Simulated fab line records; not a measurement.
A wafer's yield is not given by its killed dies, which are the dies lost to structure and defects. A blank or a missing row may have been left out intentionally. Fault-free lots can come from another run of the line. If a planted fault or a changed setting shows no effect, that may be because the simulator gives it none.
A struck lot beside a sound one | flow nandHarc | 14 steps out of a route of 1159
Sound: the wafers L619.1, L619.4, L619.6. Struck: wafer L625.5 (L625.1, L625.6, from the same lot, were not struck and are left out); the cause is given at the end.
Order at every step that has rows: each side's tool, ch and its chambers, its first start. Under that, the readings that differ: sound wafers | struck wafers | difference of the means | sigmas: that difference in standard deviations of wafers without a fault.
alike: readings whose means differ by less than 2 such deviations, and words and numbers that are the same on both sides. not compared: withheld readings, readings that some wafer has no value for, bounds like >300 that may hide the same value, and numbers for which the record gives no deviation and whose values overlap.
A row with sigmas, a row that says differs or no value, or rows on one side alone: a step with any of these is where the two part. When numbers do not overlap yet have no deviation, they are printed without sigmas and do not part them. Lack of a reading on every wafer of one side parts them only where that side has two or more wafers.

NHARC_P_BONDPAD_INSPECT_23:
  struck on defectInspect-01, day 8 11:22; sound on defectInspect-02, day 6 08:20
  alike: rawDefectCount
NHARC_P_BONDPAD_ACTIVATE_29: chemistry N2, time 60 s.
  sound on rieDiel-01 ch 1,2,3, day 6 08:25; struck on rieDiel-01 ch 3, day 8 11:28
reading    | sound          | struck | difference | sigmas
rfVppV (V) | 65.8 65.9 62.5 | 62.6   | -2.1       | -3
  alike: drypumpMotorCurrentA, oesProductAu, showerheadPlenumPTorr
  not compared: rfHoursCounterH
then, 2 steps without rows for these wafers: NHARC_P_BONDPAD_PRECLEAN_30 (cleans in DIW, time 300 s); NHARC_P_BONDPAD_SRD_31 (time 30 s, dry time 20 s).
NHARC_A_START_INSPECT_01:
  struck on defectInspect-01, day 8 11:52; sound on defectInspect-02, day 6 08:48
  alike: rawDefectCount
then, 6 steps without rows for these wafers: NHARC_A_ZERO_WELL_PRECLEAN_00 (cleans in SPM, time 600 s); NHARC_A_ZERO_WELL_SRD_01; NHARC_A_ZERO_WELL_DEHYDRATE_02 (time 120 s); NHARC_A_ZERO_WELL_HMDS_03 (time 30 s); NHARC_A_ZERO_WELL_COAT_18 (time 65 s); NHARC_A_ZERO_WELL_COAT_04 (resist thk 600 nm).
NHARC_A_ZERO_WELL_SOFTBAKE_05: time 70 s.
  sound on lithoTrack-03 ch 0, day 6 09:00; struck on lithoTrack-07 ch 0, day 8 12:00
reading               | sound             | struck | difference | sigmas
heaterPowerTotalW (W) | 199.8 199.5 202.7 | 233.2  | +32.5      | +23
then, 2 steps without rows for these wafers: NHARC_A_ZERO_WELL_EBR_06; NHARC_END_SORT_01.

== WHERE THEY PART ==
First at NHARC_P_BONDPAD_ACTIVATE_29; last, within this record, at NHARC_A_ZERO_WELL_SOFTBAKE_05.

WHY: what the simulator had put in
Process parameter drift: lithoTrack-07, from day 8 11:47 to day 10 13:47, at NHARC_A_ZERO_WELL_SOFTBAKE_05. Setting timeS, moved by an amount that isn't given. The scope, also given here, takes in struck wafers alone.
